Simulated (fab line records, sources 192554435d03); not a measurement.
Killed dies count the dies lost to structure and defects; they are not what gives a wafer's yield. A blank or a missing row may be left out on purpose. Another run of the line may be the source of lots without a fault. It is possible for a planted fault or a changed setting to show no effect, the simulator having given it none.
A struck lot beside a sound one | flow n5_finfet | 38 steps out of a route of 1938
Sound: the wafers L535.2, L535.4, L535.6. Struck: wafer L521.4. (L521.6 of the same lot was not struck and is left out.) The cause comes at the end.
Per side, at each step with rows, come the tool, then ch with its chambers, and then its first start. Under that, the readings that differ: sound wafers | struck wafers | difference of the means | sigmas: that difference in standard deviations of wafers without a fault.
alike: same words and numbers on both sides, and readings whose means sit less than 2 such deviations apart. not compared: any withheld reading, any reading some wafer has no value for, any bound like >300 that may hide the same value, and any number with overlapping values for which the record gives no deviation.
The two part at a step that has a row with sigmas, a row that says differs or no value, or rows on one side only. Non-overlapping numbers with no deviation appear without sigmas and do not part them. A reading that every wafer of one side lacks parts them only if that side has two wafers or more.

first, 12 steps without rows for these wafers: N5_BEOL_M0_ALD_136 (deposits TaN, pulse time 2 s, purge time 3 s, co reactant purge time 2 s); N5_BEOL_M0_SURFACE_TREAT_137; N5_BEOL_M0_CVD_115 (deposits Co from CCTBA/H2, time 120 s); N5_BEOL_M0_SPUTTER_116 (material Cu, target thk 4 nm, time 7.37 s); N5_BEOL_M0_ANNEAL_117 (time 60 s); N5_BEOL_M0_SPUTTER_132 (material Cu, target thk 4 nm, time 7.37 s); N5_BEOL_M0_ANNEAL_133 (time 60 s); N5_BEOL_M0_SPUTTER_134 (material Cu, target thk 4 nm, time 7.37 s); N5_BEOL_M0_ANNEAL_135 (time 60 s); N5_BEOL_M0_SPUTTER_141 (material Cu, target thk 4 nm, time 7.37 s); N5_BEOL_M0_ECD_118 (material Cu, target thk 300 nm); N5_BEOL_M0_ANNEAL_119 (time 90 s).
N5_BEOL_M0_CMP_120: polishes, stops on SiOC, t overpolish 6.9 s.
  sound on cmp-01 ch 2,3, day 11 14:46; struck on cmp-01 ch 1, day 8 04:07
  reading                                           | sound          | struck | difference | sigmas
  barrier_field_endpoint_s (s)                      | 3.65 3.64 3.45 | 6.92   | +3.34      | +34
  time_to_endpoint_s (s)                            | 68.8 65.3 66.8 | 81.2   | +14.2      | +5
  model.SiOC_of_BEOL_M0_SAQP_ILD_DEP_01.thk_nm (nm) | 39.2 39.6 39.4 | 42.2   | +2.8       |
  alike: motor_current_A, overpolish_run_s, slurry_filter_dp_kPa, slurry_flow_ml_min
then, 4 steps without rows for these wafers: N5_BEOL_M0_PRE_CLEAN_131 (time 15 s); N5_BEOL_M0_CO_CAP_123 (material Co, precursor CCTBA/H2, target thk 2 nm, time 102.1 s); N5_BEOL_M0_PRE_CLEAN_124 (time 15 s); N5_BEOL_M0_DEP_125 (deposits SiCN from 3MS/NH3, target thk 8 nm, time 14 s).
N5_BEOL_M0_INSPECT_127: inspects for defects (darkfield).
  struck on defect_inspect-01, day 8 04:37; sound on defect_inspect-02, day 11 15:21
  reading          | sound       | struck | difference | sigmas
  raw_defect_count | 107 116 109 | 3462   | +3351      | +99 or more
then, 18 steps without rows for these wafers: N5_BEOL_M1_ILD_DEP_00 (deposits SiOC from DEMS/O2, target thk 79 nm, time 15.3 s); N5_BEOL_M1_PECVD_72 (deposits SiO2 from TEOS/O2, target thk 16 nm, time 18 s); N5_BEOL_M1_HM_DEP_02 (deposits TiN, target thk 20 nm); N5_BEOL_M1_COAT_61 (time 60 s, resist thk 60 nm); N5_BEOL_M1_COAT_62 (time 60 s, resist thk 12 nm); N5_BEOL_M1_COAT_73 (time 60 s, resist thk 5 nm); N5_BEOL_M1_COAT_05 (resist thk 30 nm); N5_BEOL_M1_EBR_07; N5_BEOL_M1_SOFTBAKE_06 (time 60 s); N5_BEOL_M1_EXPOSE_08 (exposes mask M1); N5_BEOL_M1_PEB_09 (peb time 60 s); N5_BEOL_M1_DEVELOP_10 (develop time 30 s); N5_BEOL_M1_DESCUM_16 (chemistry O2, time 7 s); N5_BEOL_M1_ETCH_74 (etches underlayer in N2/H2, target depth 6.5 nm, time 5.2 s); N5_BEOL_M1_ETCH_63 (etches SiARC in CF4, target depth 15.6 nm, time 26 s); N5_BEOL_M1_ETCH_64 (etches SOC in N2/H2, target depth 75 nm, overetch 15 nm, time 112.5 s); N5_BEOL_M1_STRIP_65 (strips in N2/H2); N5_BEOL_M1_STRIP_75 (strips in N2/H2).
N5_BEOL_M4_RC_MEAS_101:
  the record has rows for the sound wafers here (prober-02 ch 0, day 13 22:02) and none for the struck ones
-- here the record skips 6 days between the struck wafers' starts before and after, leaving off in module BEOL_M4 and picking up in module PASSIVATION (first step shown: number 1936 of the route) --
N5_PASSIVATION_PROBE_49:
  struck on prober-01, day 14 07:30; sound on prober-01, day 18 20:22
  reading                  | sound          | struck | difference | sigmas
  defect_limited_yield (%) | 93.0 91.5 92.5 | 0      | -92        | -66
  killed_at_M0_to_M3       | 27 36 35       | 1121   | +1088      | +99
  killed_at_M4_up          | 16 10 11       | 3      | -9         | -2
  killed_dies              | 83 100 89      | 1180   | +1089      | +64
  killed_on_rim            | 18 10 15       | 152    | +138       | +31
  sort_bin_6_memory (%)    | 2.0 3.5 3.0    | 4.4    | +1.6       | +2
  sort_n_pass              | 1097 1080 1091 | 0      | -1089      | -64
  sort_yield_pct (%)       | 93.0 91.5 92.5 | 0      | -92        | -66
  alike: killed_at_contacts, killed_at_front_end, killed_at_other, killed_open, killed_short, sort_bin_5_function

## WHERE THEY PART
Last at N5_PASSIVATION_PROBE_49 as far as this record goes, first at N5_BEOL_M0_CMP_120.

WHY: what the simulator had put in
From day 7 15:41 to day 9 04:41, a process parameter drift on cmp-01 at N5_BEOL_M0_CMP_120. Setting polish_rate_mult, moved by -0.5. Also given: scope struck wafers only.
